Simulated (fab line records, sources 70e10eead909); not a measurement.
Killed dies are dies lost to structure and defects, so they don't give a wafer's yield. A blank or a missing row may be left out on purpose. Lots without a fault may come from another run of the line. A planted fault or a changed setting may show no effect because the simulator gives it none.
fab line records | flow nand_harc
record lots=7 wafers=21 last_day=32
route steps=1302 shown THIN_TSV@1262 END@1302
lots that met no fault: from a run of the same line without faults
start_h: hours from the record's first day to the start of the lot's first wafer shown | wait_h: hours since the lot's step before | " the same as in the row above | L1.1+2: a row that stands for several wafers | - no value, or no start given | * or withheld: withheld | < > ~ a bound
route shown NAME@n: a module of which the file shows steps, and the number in the route of the first | usual: mean/standard deviation of fault-free wafers | same: alike in all rows | chamber/n: place in a boat | sites: the reading at each site | _std_site: their standard deviation | _edge_site: outer sites' mean less inner sites' | radius_mm: how far each site lies from the wafer's centre | mask NAME#n: copy n | behind: the tool/chamber that last shaped the wafer | hold: why the lot was held/for how many hours/how that ended | device: the transistor (n, p or np) that didn't switch | end of line: the same wafers' tests at the end of the route | a step without rows: its recipe alone | killed: dies lost to structure and defects at the first sort, not the wafer's yield | map: a wafer's dies, x killed, . not, _ none there
set.NAME: the setting as run; set.NAME@STEP: as run at that earlier step | model.NAME: the simulator's own value behind a step, which no gauge read
lots at some steps of the route; a table a step, a row a wafer
services: from which hour (start_h, from the record's first day; less than 0 if before it) a tool's chamber was out of use, for how many hours, and why
## steps
# step NHARC_THIN_TSV_ETCH_44
# recipe target_depth_a=15942 time_s=797.1 cf4_flow_sccm=150 o2_flow_sccm=10 ar_flow_sccm=0 rf_w=300 bias_w=800 chemistry=CF4/O2
# step NHARC_THIN_TSV_ETCH_15
# recipe target_depth_a=30000 bosch_target_overetch_cycles=2 bosch_etch_step_s=2.8 bosch_dep_step_s=1.2 bosch_cycles=14
# usual drypump_motor_current_A=5.7/0.4
# columns lot.wafer tool chamber start_h wait_h drypump_motor_current_A rf_hours_counter_h
L626.1 rie_si-05 1 548.18 - 5.6 0.29
L626.4 " 2 " " 5.6 0.29
L626.6 " 0 " " 6.4 -
L628.1 rie_si-05 3 588.31 - 5.7 0.50
L628.3 " 0 " " 6.4 0.54
L628.5 " 2 " " 5.5 -
L632.1 rie_si-05 2 631.28 - 5.6 0.65
L632.3 " 1 " " 5.6 0.75
L632.5 " 2 " " 5.6 -
L637.1 rie_si-02 2 661.96 - 5.1 0.08
L637.3 " 3 " " 6.2 0.12
L637.2 " 0 " " 5.3 0.12
L644.2 rie_si-02 2 723.83 - 5.1 0.49
L644.3 " 3 " " 6.2 0.47
L644.4 " 0 " " 5.2 0.45
L643.1 rie_si-05 1 725.02 - 5.6 0.28
L643.2 " 3 " " 5.7 0.26
L643.6 " 2 " " 5.6 -
L648.4 rie_si-05 2 760.98 - 5.6 0.68
L648.2 " 3 " " 5.7 0.50
L648.6 " 2 " " 5.6 -
# step NHARC_THIN_TSV_CD_MEAS_16
# usual cd_nm=1000.1/1.7
# columns lot.wafer tool chamber start_h wait_h cd_nm
L626.1 cd_sem-01 - 548.31 0.1 1002.1
L626.4 " - " " 1000.3
L626.6 " - " " 1001.7
L628.1 cd_sem-03 - 588.43 0.1 1000.0
L628.3 " - " " 1002.0
L628.5 " - " " 999.5
L632.1 cd_sem-02 - 631.43 0.1 1001.3
L632.3 " - " " 999.7
L632.5 " - " " 1001.6
L637.1 cd_sem-02 - 662.10 0.1 999.5
L637.2 " - " " 999.0
L637.3 " - " " 1002.2
L644.2 cd_sem-03 - 723.97 0.1 1002.6
L644.3 " - " " 1000.1
L644.4 " - " " 1000.2
L643.1 cd_sem-02 - 725.16 0.1 1002.7
L643.2 " - " " 999.7
L643.6 " - " " 1000.3
L648.2 cd_sem-01 - 761.13 0.1 1002.9
L648.4 " - " " 999.6
L648.6 " - " " 1003.0
# step NHARC_THIN_TSV_STRIP_45
# recipe power_w=1500 temp_c=250 chemistry=O2
# usual drypump_motor_current_A=5.8/0.41 heater_power_w=314/18
# columns lot.wafer tool chamber start_h wait_h drypump_motor_current_A heater_power_w rf_hours_counter_h
L626.1 plasma_asher-01 1 548.44 0.1 6.2 287 5
L626.4 " 1 " " 6.2 296 -
L626.6 " 1 " " 6.2 290 -
L628.1 plasma_asher-02 1 588.55 0.1 6.2 351 33
L628.3 " 1 " " 6.1 346 -
L628.5 " 1 " " 6.2 356 -
L632.1 plasma_asher-02 0 631.55 0.1 5.8 330 3
L632.3 " 0 " " 5.8 332 -
L632.5 " 0 " " 5.9 331 -
L637.1 plasma_asher-02 0 662.17 0.1 5.8 336 10
L637.2 " 1 " " 6.2 300 10
L637.3 " 1 " " 6.2 301 -
L644.2 plasma_asher-01 0 724.07 0.1 5.2 321 5
L644.3 " 0 " " 5.2 324 -
L644.4 " 1 " " 6.2 289 -
L643.1 plasma_asher-01 0 725.23 0.1 5.2 329 6
L643.2 " 1 " " 6.2 296 6
L643.6 " 1 " " 6.1 290 -
L648.2 plasma_asher-02 0 761.25 0.1 5.8 334 31
L648.4 " 0 " " 5.8 333 -
L648.6 " 0 " " 5.8 328 -
# step NHARC_THIN_TSV_STRIP_46
# recipe time_s=1200 temp_c=72.5 chemistry=post_etch_residue_remover
# step NHARC_THIN_TSV_DEP_47
# recipe target_thk_a=2000 temp_c=withheld pressure_torr=6.5 rf_w=900 teos_flow_sccm=161.4 flow_sccm=2650 target_thk_nm=200 gas=O2 material=SiO2
# step NHARC_THIN_TSV_ETCHBACK_48
# recipe target_depth_a=10285 over_etch_frac=0.3 time_s=405.17 ion_energy_ev=250 c4f8_flow_sccm=withheld ar_flow_sccm=withheld rf_w=600 bias_w=300 chemistry=C4F8/Ar
# step NHARC_THIN_TSV_STRIP_62
# recipe power_w=1500 temp_c=250 time_s=20 chemistry=N2/H2
# step NHARC_THIN_TSV_DEGAS_49
# recipe temp_c=300 time_s=120
# usual heater_power_w=461/50
# columns lot.wafer tool chamber start_h wait_h heater_power_w
L626.1 pvd_sputter-02 - 550.25 0.1 489
L626.4 " - " " 449
L626.6 " - " " 376
L628.3 pvd_sputter-03 - 590.25 0.1 453
L628.1 " - " " 432
L628.5 " - " " 487
L632.3 pvd_sputter-01 - 633.36 0.1 518
L632.1 " - " " 438
L632.5 " - " " 447
L637.2 pvd_sputter-01 - 663.92 0.2 427
L637.1 " - " " 459
L637.3 " - " " 418
L644.2 pvd_sputter-02 - 725.95 0.1 449
L644.4 " - " " 454
L644.3 " - " " 471
L643.1 pvd_sputter-03 - 726.98 0.1 432
L643.2 " - " " 424
L643.6 " - " " 570
L648.2 pvd_sputter-03 - 763.07 0.2 488
L648.4 " - " " 561
L648.6 " - " " 424
# step NHARC_THIN_TSV_PRE_CLEAN_50
# recipe time_s=30 temp_c=280 gas=H2/He
# usual heater_power_w=402/39
# columns lot.wafer tool chamber start_h wait_h heater_power_w
L626.1 pvd_sputter-02 - - - 396
L626.4 " - " " 433
L626.6 " - " " 387
L628.3 pvd_sputter-03 - - - 432
L628.1 " - " " 488
L628.5 " - " " 431
L632.1 pvd_sputter-01 - - - 478
L632.3 " - " " 393
L632.5 " - " " 389
L637.1 pvd_sputter-01 - - - 388
L637.2 " - " " 374
L637.3 " - " " 375
L644.4 pvd_sputter-02 - - - 387
L644.3 " - " " 344
L644.2 " - " " 405
L643.1 pvd_sputter-03 - - - 377
L643.2 " - " " 494
L643.6 " - " " 374
L648.4 pvd_sputter-03 - - - 429
L648.2 " - " " 388
L648.6 " - " " 373
# step NHARC_THIN_TSV_PVD_19
# recipe target_thk_a=200 chamber_pressure_pa=5 material=TaN
# step NHARC_THIN_TSV_PVD_51
# recipe target_thk_a=1000 chamber_pressure_pa=5 material=Cu
# usual throttle_valve_pct=29.3/0.88
# columns lot.wafer tool chamber start_h wait_h throttle_valve_pct
L626.4 pvd_sputter-02 - - - 30.5
L626.1 " - " " 29.4
L626.6 " - " " 30.2
L628.1 pvd_sputter-03 - - - 29.2
L628.3 " - " " 27.7
L628.5 " - " " 30.8
L632.3 pvd_sputter-01 - - - 28.9
L632.1 " - " " 31.2
L632.5 " - " " 29.5
L637.3 pvd_sputter-01 - - - 28.5
L637.2 " - " " 28.7
L637.1 " - " " 30.9
L644.2 pvd_sputter-02 - - - 29.1
L644.3 " - " " 29.0
L644.4 " - " " 28.8
L643.2 pvd_sputter-03 - - - 28.5
L643.1 " - " " 30.1
L643.6 " - " " 28.6
L648.4 pvd_sputter-03 - - - 30.0
L648.2 " - " " 28.5
L648.6 " - " " 30.0
# step NHARC_THIN_TSV_ECD_20
# recipe target_thk_a=20000 material=Cu
# columns lot.wafer tool chamber start_h wait_h
L626.1+4+6 ecd_cu-02 0,0,1 550.69 -
L628.1+3+5 ecd_cu-01 1,1,0 590.68 -
L628.1+3+5 ecd_cu-01 1,1,0 591.54 0.8
L632.1+3+5 ecd_cu-02 0 633.92 -
L632.1+3+5 ecd_cu-02 0 634.77 0.8
L637.1+2+3 ecd_cu-01 0,1,1 664.38 -
L637.1+2+3 ecd_cu-01 0,1,1 665.22 0.7
L644.2+3+4 ecd_cu-02 1,1,0 726.40 -
L643.2+1+6 ecd_cu-01 0,1,0 727.43 -
L648.2+4+6 ecd_cu-01 1,0,1 763.51 -
# step NHARC_THIN_TSV_ANNEAL_52
# recipe temp_c=225 time_s=90
# step NHARC_END_SORT_01
# recipe temp_c=25
# usual defect_limited_yield=91.5/2.9 killed_at_array=53/20 killed_at_other=1/1.2 killed_at_periphery=3.7/2.6 killed_dies=58/20 killed_open=3.5/1.8 killed_short=2.4/1.7 sort_bin_2_pct=3.1/1.3 sort_bin_3_pct=0.6/0.4 sort_bin_4_pct=4.9/1.7 sort_n_pass=619/20 sort_rim_yield_pct=92/4 sort_yield_pct=91.5/2.9
# same gross_dies=677 sort_bin_5_pct[%]=0 sort_bin_6_pct[%]=0 sort_bin_7_pct[%]=0 sort_bin_8_pct[%]=0 sort_rim_n_gross=106.00
# columns lot.wafer tool chamber start_h wait_h defect_limited_yield[%] killed_at_array killed_at_other killed_at_periphery killed_dies killed_open killed_short sort_bin_2_pct[%] sort_bin_3_pct[%] sort_bin_4_pct[%] sort_n_pass sort_rim_yield_pct[%] sort_yield_pct[%]
L626.1 prober-01 0 563.65 2.5 95.6 27 1 2 30 4 1 1.8 0.3 2.4 647 91 95.6
L626.4 prober-01 0 566.06 3.4 94.5 35 0 2 37 4 0 1.6 0.4 3.4 640 87 94.5
L626.6 prober-01 0 567.66 4.0 94.4 34 2 2 38 3 1 1.9 0.1 3.5 639 91 94.4
L632.1 prober-01 0 645.61 2.5 93.9 29 2 10 41 5 1 1.9 0.7 3.4 636 88 93.9
L632.3 prober-01 0 647.20 3.1 90.5 60 1 3 64 4 6 2.7 0.4 6.4 613 90 90.5
L632.5 prober-01 0 648.80 3.7 90.8 57 0 5 62 6 3 3.2 0.3 5.6 615 86 90.8
L637.1 prober-01 0 676.21 2.5 84.9 94 2 6 102 2 3 5.2 1.3 8.6 575 90 84.9
L637.2 prober-01 0 677.00 2.8 88.3 71 2 6 79 6 4 4.9 1.0 5.8 598 87 88.3
L637.3 prober-01 0 677.80 3.1 87.6 79 1 4 84 0 1 4.0 1.3 7.1 593 96 87.6
L644.2 prober-02 0 738.77 2.8 93.1 44 1 2 47 5 1 3.4 0.6 3.0 630 92 93.1
L644.3 prober-02 0 739.55 3.1 91.9 52 2 1 55 3 3 1.8 0.9 5.5 622 81 91.9
L644.4 prober-02 0 740.33 3.4 91.9 53 1 1 55 6 1 3.0 0.4 4.7 622 86 91.9
L648.2 prober-01 0 774.24 2.8 89.7 61 1 8 70 5 2 2.5 0.9 6.9 607 89 89.7
L648.4 prober-01 0 775.85 3.4 92.9 41 0 7 48 4 2 3.2 0.4 3.4 629 88 92.9
L648.6 prober-01 0 777.46 4.0 89.2 65 0 8 73 7 2 3.4 0.9 6.5 604 92 89.2
# killed by level:class
L626.1 A_SLIT:chamber_film_flake=8 A_STAIRCASE:chamber_film_flake=5 A_WL_FILL:chamber_film_flake=4 A_CONTACT:chamber_film_flake=4 P_CONTACT:geometric_particle:open=1 A_SOURCE_PLATE:geometric_particle:open=1 A_CHANNEL_FILL_D2:geometric_particle:open=1 A_CHANNEL_FILL_D2:geometric_particle:short=1
L626.4 A_SLIT:chamber_film_flake=11 A_CHANNEL_HOLE_D2:chamber_film_flake=8 A_CONTACT:chamber_film_flake=5 A_STAIRCASE:chamber_film_flake=3 A_CHANNEL_FILL_D1:geometric_particle:open=2 P_CONTACT:geometric_particle:open=1 A_ONON_D2:geometric_particle:open=1 P_GATE:chamber_film_flake=1
L626.6 A_CONTACT:chamber_film_flake=8 A_CHANNEL_HOLE_D2:chamber_film_flake=7 A_SLIT:chamber_film_flake=7 A_WL_FILL:chamber_film_flake=4 A_M0:geometric_particle:open=2 P_ZERO_WELL:chamber_film_flake=2 THIN_TSV:chamber_film_flake=2 A_ONON_D1:geometric_particle:short=1
L632.1 A_SLIT:chamber_film_flake=11 A_CHANNEL_HOLE_D2:chamber_film_flake=9 P_STI:chamber_film_flake=5 A_STAIRCASE:chamber_film_flake=3 A_CHANNEL_HOLE_D1:chamber_film_flake=2 THIN_TSV:chamber_film_flake=2 P_CONTACT:geometric_particle:open=1 P_M2:geometric_particle:open=1
L632.3 A_SLIT:chamber_film_flake=30 A_CHANNEL_HOLE_D2:chamber_film_flake=8 A_DECK1_JOINT:geometric_particle:short=3 A_CHANNEL_HOLE_D1:chamber_film_flake=3 A_CHANNEL_FILL_D2:chamber_film_flake=3 A_STAIRCASE:chamber_film_flake=3 A_CONTACT:chamber_film_flake=3 A_CHANNEL_FILL_D2:geometric_particle:short=2
L632.5 A_SLIT:chamber_film_flake=27 A_CHANNEL_HOLE_D2:chamber_film_flake=16 P_STI:chamber_film_flake=2 A_CHANNEL_HOLE_D1:chamber_film_flake=2 A_STAIRCASE:chamber_film_flake=2 P_CONTACT:geometric_particle:open=1 P_M0:geometric_particle:open=1 A_ONON_D1:geometric_particle:short=1
L637.1 A_CHANNEL_HOLE_D1:chamber_film_flake=35 A_SLIT:chamber_film_flake=31 A_BLC:chamber_film_flake=6 A_STAIRCASE:chamber_film_flake=5 A_CONTACT:chamber_film_flake=4 P_BONDPAD:chamber_film_flake=3 A_SGD_CUT:chamber_film_flake=3 A_CHANNEL_HOLE_D2:chamber_film_flake=2
L637.2 A_CHANNEL_HOLE_D1:chamber_film_flake=32 A_SLIT:chamber_film_flake=20 A_CONTACT:chamber_film_flake=4 A_BLC:chamber_film_flake=3 A_CHANNEL_HOLE_D2:chamber_film_flake=2 THIN_TSV:chamber_film_flake=2 P_STI:geometric_particle:open=1 P_GATE:geometric_particle:open=1
L637.3 A_CHANNEL_HOLE_D1:chamber_film_flake=39 A_SLIT:chamber_film_flake=27 A_CONTACT:chamber_film_flake=7 A_BLC:chamber_film_flake=5 P_GATE:chamber_film_flake=2 P_M0:geometric_particle:short=1 P_BONDPAD:chamber_film_flake=1 A_WL_FILL:chamber_film_flake=1
L644.2 A_SLIT:chamber_film_flake=17 A_CHANNEL_HOLE_D2:chamber_film_flake=15 A_CONTACT:chamber_film_flake=4 A_CHANNEL_FILL_D2:chamber_film_flake=2 P_M0:geometric_particle:open=1 P_M1:geometric_particle:open=1 A_ONON_D1:geometric_particle:open=1 A_CHANNEL_HOLE_D1:geometric_particle:open=1
L644.3 A_SLIT:chamber_film_flake=24 A_CHANNEL_HOLE_D2:chamber_film_flake=13 A_CHANNEL_HOLE_D1:chamber_film_flake=10 P_M0:geometric_particle:open=1 A_ONON_D1:geometric_particle:short=1 A_ONON_D2:geometric_particle:open=1 A_WL_FILL:geometric_particle:short=1 A_M0:geometric_particle:open=1
L644.4 A_CHANNEL_HOLE_D2:chamber_film_flake=24 A_SLIT:chamber_film_flake=13 A_CHANNEL_HOLE_D1:chamber_film_flake=4 A_STAIRCASE:chamber_film_flake=3 A_DECK1_JOINT:geometric_particle:open=2 A_DECK1_JOINT:geometric_particle:short=1 A_ONON_D2:geometric_particle:open=1 A_CHANNEL_FILL_D2:geometric_particle:open=1
L648.2 A_CHANNEL_HOLE_D2:chamber_film_flake=27 A_CHANNEL_HOLE_D1:chamber_film_flake=8 A_CHANNEL_FILL_D1:chamber_film_flake=6 A_SLIT:chamber_film_flake=6 A_CONTACT:chamber_film_flake=6 P_M0:geometric_particle:open=2 P_CONTACT:chamber_film_flake=2 A_M0:chamber_film_flake=2
L648.4 A_CHANNEL_HOLE_D2:chamber_film_flake=12 A_SLIT:chamber_film_flake=8 A_CHANNEL_HOLE_D1:chamber_film_flake=5 A_CONTACT:chamber_film_flake=3 P_GATE:chamber_film_flake=3 A_M0:chamber_film_flake=3 P_BONDPAD:chamber_film_flake=2 A_CHANNEL_FILL_D1:chamber_film_flake=2
L648.6 A_CHANNEL_HOLE_D2:chamber_film_flake=17 A_CHANNEL_HOLE_D1:chamber_film_flake=17 A_SLIT:chamber_film_flake=10 A_STAIRCASE:chamber_film_flake=6 P_GATE:chamber_film_flake=4 A_CONTACT:chamber_film_flake=4 A_CHANNEL_FILL_D2:geometric_particle:open=3 A_ONON_D1:geometric_particle:short=2
## services
# columns tool chamber start_h hours kind
pvd_sputter-03 - 526.01 10.0 pm
pvd_sputter-02 - 533.43 6.7 repair
pvd_sputter-03 - 538.64 4.8 repair
pvd_sputter-02 - 572.80 15.3 repair
rie_si-02 1 587.74 4.7 repair
pvd_sputter-01 - 588.01 10.0 pm
rie_si-05 2 590.24 5.8 repair
plasma_asher-01 - 590.30 2.9 repair
rie_si-02 - 596.01 0.8 repair
ecd_cu-02 - 596.65 8.0 pm
plasma_asher-02 - 603.21 9.0 pm
pvd_sputter-02 - 610.30 15.0 repair
pvd_sputter-03 - 631.29 2.7 repair
pvd_sputter-02 - 638.08 10.0 pm
pvd_sputter-01 - 642.25 21.2 repair
rie_si-05 - 659.00 9.0 pm
plasma_asher-01 - 678.82 6.5 repair
ecd_cu-02 - 681.13 1.1 repair
ecd_cu-01 - 688.00 8.0 pm
plasma_asher-01 - 697.15 9.0 pm
pvd_sputter-03 - 704.01 10.0 pm
rie_si-05 3 730.93 9.8 repair
pvd_sputter-01 - 747.46 3.6 repair
ecd_cu-02 - 752.82 2.5 repair
## key
first_sign step=NHARC_THIN_TSV_ECD_20 reading=visit direction=added
effect none on later readings
met_at NHARC_THIN_TSV_ECD_20
struck_wafers L628.1,L628.3,L628.5,L632.1,L632.3,L632.5,L637.1,L637.2,L637.3
fault kind=repeated_step_whole tool=ecd_cu-01,ecd_cu-02 chamber=- onset_h=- steps=NHARC_THIN_TSV_ECD_20 times=1 scope=struck_lots_only
